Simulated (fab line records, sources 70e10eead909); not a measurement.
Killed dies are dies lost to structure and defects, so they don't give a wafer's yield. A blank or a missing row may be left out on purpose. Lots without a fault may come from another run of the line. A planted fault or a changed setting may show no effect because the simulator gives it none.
Which tool did it? | flow nand_harc | 6 lots, 17 wafers sampled, at 5 steps of a route of 1302

WHAT THE GAUGES READ, wafer by wafer
NHARC_END_SORT_01.
lot  | measured     | on        | killed_at_array
L184 | day 29 12:55 | prober-01 | 676 40
L187 | day 30 21:44 | prober-02 | 664 52 667
L188 | day 31 12:55 | prober-01 | 41 36 673

WHICH TOOL RAN EACH LOT (tool, then ch and the chambers of the sampled wafers, then the start)
lot  | NHARC_A_SLIT_DEP_23             | NHARC_A_SLIT_ETCH_26             | NHARC_A_WL_FILL_ALD_02              | NHARC_A_WL_FILL_ALD_10
L173 | pecvd-01 ch 0,1,2, day 20 01:23 | har_etch-01 ch 0,1, day 20 07:03 | ald_metal-03 ch 0,2, day 20 15:18   | ald_hk-02 ch 0,1,3, day 21 01:42
L179 | pecvd-03 ch 0,1, day 22 19:32   | har_etch-02 ch 0,1, day 23 01:17 | ald_metal-03 ch 0,3, day 23 09:46   | ald_hk-02 ch 0,1,2, day 23 16:21
L184 | pecvd-03 ch 1,2, day 24 19:46   | har_etch-01 ch 0,1, day 25 03:08 | ald_metal-04 ch 0,3, day 25 11:47   | ald_hk-02 ch 2,3, day 25 17:56
L187 | pecvd-03 ch 0,1,2, day 26 07:37 | har_etch-02 ch 1, day 26 13:20   | ald_metal-04 ch 1,2,3, day 26 21:46 | ald_hk-01 ch 0,1, day 27 03:02
L188 | pecvd-03 ch 0,1,2, day 26 21:04 | har_etch-01 ch 0,1, day 27 03:11 | ald_metal-04 ch 0,2,3, day 27 10:33 | ald_hk-01 ch 1,3, day 27 17:57
L194 | pecvd-03 ch 0,1, day 28 04:05   | har_etch-01 ch 0,1, day 28 09:52 | ald_metal-03 ch 1,3, day 28 18:28   | ald_hk-04 ch 0,1,2, day 29 04:04
- NHARC_A_SLIT_DEP_23: deposits SiON, target thk 100 nm.
- NHARC_A_SLIT_ETCH_26: etches the open film in C4F8/O2/Ar, time 90 s, target depth 400 nm.
- NHARC_A_WL_FILL_ALD_02: deposits TiN, target thk 2 nm, pulse time 3 s, ald cycles 100.
- NHARC_A_WL_FILL_ALD_10: deposits SiO2, target thk 50 nm, pulse time 10 s, ald cycles 500.

THE ANSWER, worked out from the rows above alone
Rule: what is usual is taken from the lots themselves. Put in order of their means at a reading, lots are off if they are a third of the lots or fewer, leave a main group of 4 or more, and stand apart from it by a gap of 3 or more times the standard deviation of the main group's means; of several such gaps the widest counts. A main group whose means are all the same, to the digits that the tables above print for the reading, isn't used. A lot without any number at a reading at which 4 lots or more have one is off too. The other lots that the step has rows for count as sound.
No lot is off at any reading shown: from this, nothing can be told.

WHAT THE SIMULATOR HAD PUT IN
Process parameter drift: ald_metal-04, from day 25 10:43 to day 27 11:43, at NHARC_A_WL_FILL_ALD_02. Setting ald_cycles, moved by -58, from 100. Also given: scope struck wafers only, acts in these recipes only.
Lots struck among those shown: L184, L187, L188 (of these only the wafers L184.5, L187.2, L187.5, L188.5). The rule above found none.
